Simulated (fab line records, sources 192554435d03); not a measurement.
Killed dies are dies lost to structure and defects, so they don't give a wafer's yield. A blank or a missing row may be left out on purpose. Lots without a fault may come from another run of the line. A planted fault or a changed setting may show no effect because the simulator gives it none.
Chamber matching | flow n5_finfet | N5_GATE_CUT_CMP_43 on cmp-04: 4 sister chambers
The step polishes SiO2. 16 wafers are shown with their chamber, then 8 later ones without.

WAFERS WITH THEIR CHAMBER
wafer  | chamber | motor_current_A (A)
L077.2 | 0       | 12.8
L077.5 | 3       | 12.2
L077.6 | 0       | 11.9
L082.2 | 0       | 11.9
L082.4 | 3       | 12.3
L082.6 | 1       | 11.3
L083.1 | 2       | 12.2
L083.5 | 1       | 11.3
L083.6 | 0       | 12.3
L086.1 | 3       | 12.4
L086.2 | 1       | 12.0
L086.5 | 0       | 12.8
L087.3 | 0       | 12.6
L087.4 | 1       | 11.2
L087.6 | 3       | 12.1
L090.3 | 0       | 11.9

SIGNATURES (means of the wafers above)
reading         | chamber 0 | chamber 1 | chamber 2 | chamber 3 | scatter within a chamber
motor_current_A | 12.314    | 11.450    | 12.200    | 12.250    | 0.357
Rule: a wafer's distance from a chamber is the root of the sum, over the readings, of the square of ((its reading less the chamber's mean) divided by the reading's scatter). The wafer belongs to the nearest chamber; if the next one is less than 2 further off, it can't be placed. The scatter: the root of (the sum of the squares of (reading less its chamber's mean) over the shown wafers, divided by (wafers less chambers)).

WAFERS WITHOUT THEIR CHAMBER
wafer  | motor_current_A (A)
L090.4 | 11.8
L090.6 | 12.1
L093.2 | 11.5
L093.5 | 11.9
L093.6 | 12.3
L096.2 | 12.4
L096.3 | 10.9
L096.4 | 11.9

WHICH CHAMBER EACH WENT THROUGH
wafer  | from the rows above               | in truth
L090.4 | can't be placed: 1 or 2 or 3 or 0 | 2
L090.6 | can't be placed: 2 or 3 or 0 or 1 | 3
L093.2 | can't be placed: 1 or 2 or 3      | 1
L093.5 | can't be placed: 2 or 3 or 0 or 1 | 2
L093.6 | can't be placed: 0 or 3 or 2      | 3
L096.2 | can't be placed: 0 or 3 or 2      | 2
L096.3 | 1                                 | 1
L096.4 | can't be placed: 2 or 3 or 0 or 1 | 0
Placed correctly: 1 of 8. Can't be placed from these rows: 7 (the true chamber is among the candidates in 7). Placed wrongly: 0.
